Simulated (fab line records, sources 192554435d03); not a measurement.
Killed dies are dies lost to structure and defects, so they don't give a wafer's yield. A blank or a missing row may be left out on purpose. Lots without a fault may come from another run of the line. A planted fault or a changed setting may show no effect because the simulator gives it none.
Split-lot experiment | flow n5_finfet | 7 lots, 21 wafers read, on a route of 1938 steps

THE SPLIT
At N5_BEOL_M6_ILD_DEP_00 (deposits SiCOH lowk from DEMS/porogen, target thk 179.75 nm, time 33.4 s), the setting time_s was moved away from the recipe's 33.4 s on 6 of the 21 wafers read, by -14.0% to +12.7%. The other wafers ran this setting at the recipe's value.

FROM THE SPLIT TO THE READING: what the file shows between them, 1 step
- N5_BEOL_M6_CURE_74: cures SiCOH lowk, time 240 s

THE READING
M6_ILD_THK, in nm, at N5_BEOL_M6_THK_MEAS_01. Fault-free wafers of this fab line usually give 155.2 nm, standard deviation 2.2 nm.

wafer  | tool, chamber at the split | time_s as run, s | against the recipe | M6_ILD_THK, nm | against lot-mates on the recipe
L075.2 | pecvd-03, 1                | 36.89            | +10.4%             | 165.9          | +9.1
L075.3 | pecvd-03, 2                | 33.4             | recipe             | 155.6          | -
L075.5 | pecvd-03, 2                | 33.4             | recipe             | 158.1          | -
L083.1 | pecvd-01, 1                | 33.4             | recipe             | 153.2          | -
L083.2 | pecvd-01, 1                | 33.4             | recipe             | 155.7          | -
L083.5 | pecvd-01, 1                | 33.4             | recipe             | 154.9          | -
L087.2 | pecvd-01, 0                | 33.4             | recipe             | 154.3          | -
L087.5 | pecvd-01, 1                | 33.4             | recipe             | 156.3          | -
L087.6 | pecvd-01, 0                | 29.44            | -11.9%             | 136.7          | -18.6
L089.2 | pecvd-02, 1                | 33.4             | recipe             | 154.8          | -
L089.5 | pecvd-02, 0                | 33.4             | recipe             | 156.7          | -
L089.6 | pecvd-02, 2                | 37.15            | +11.2%             | 173.4          | +17.7
L094.1 | pecvd-01, 0                | 33.4             | recipe             | 156.3          | -
L094.3 | pecvd-01, 1                | 33.4             | recipe             | 155.4          | -
L094.4 | pecvd-01, 2                | 33.4             | recipe             | 153.4          | -
L093.1 | pecvd-02, 2                | 33.4             | recipe             | 154.6          | -
L093.2 | pecvd-02, 1                | 28.71            | -14.0%             | 131.9          | -24.4
L093.5 | pecvd-02, 0                | 33.4             | recipe             | 158.1          | -
L095.4 | pecvd-03, 0                | 37.63            | +12.7%             | 175.8          | +21.1
L095.5 | pecvd-03, 1                | 37.63            | +12.7%             | 172.7          | +18.0
L095.6 | pecvd-03, 2                | 33.4             | recipe             | 154.7          | -

THE FIT
A straight line over all 21 wafers: M6_ILD_THK changes by +1.51 nm for each +1% of time_s; r = +0.98; the points scatter about the line by 1.9 nm.
The same after taking each lot's own level away (the mean of its wafers on the recipe; 21 wafers): +1.52 nm for each +1%; r = +0.98; scatter 2 nm.
On that fit, the largest move of time_s shifts the reading by 21 nm.
The lots' own levels span 154.60 to 156.85 nm, that is 1.0 times the standard deviation above.
So the lot-to-lot level changes the slope little: the two slopes agree.
Check: with one of the wafers moved furthest among these (-14.0%) left out of the fit, the line predicts -20.7 nm for it against its lot-mates. It came out at -24.4 nm against them.

OTHER SPLITS ON THESE WAFERS
These wafers also went through other splits before the reading. Each is held against what the fit with the lots' levels taken away leaves over:
other split on the same wafers | wafers away from the commonest value | r with M6_ILD_THK (lot level and that fit taken away)
N5_BEOL_M5_EXPOSE_25 dose_mj   | 7                                    | +0.32
N5_BEOL_M5_ETCH_68 bias_w      | 11                                   | +0.26

THE WHOLE CHAIN: every reading that the file lists as answering this split, in the file's order
step                   | what it does                                                             | reading                                                                                  | change (the file's fit)              | r (the file's)
N5_BEOL_M6_ILD_DEP_00  | deposits SiCOH lowk from DEMS/porogen, target thk 179.75 nm, time 33.4 s | SiCOH_lowk_of_BEOL_M6_ILD_DEP_00.thk_nm (the simulator's own value, which no gauge read) | +1.74 nm for each +1% of the setting | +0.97
N5_BEOL_M6_CURE_74     | cures SiCOH lowk, time 240 s                                             | SiCOH_lowk_of_BEOL_M6_ILD_DEP_00.thk_nm (the simulator's own value, which no gauge read) | +1.5 nm for each +1% of the setting  | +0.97
N5_BEOL_M6_THK_MEAS_01 |                                                                          | M6_ILD_THK                                                                               | +1.51 for each +1% of the setting    | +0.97

THE FILE'S OWN FIT
M6_ILD_THK changes by +1.51 nm for each +1% of time_s, r = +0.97.
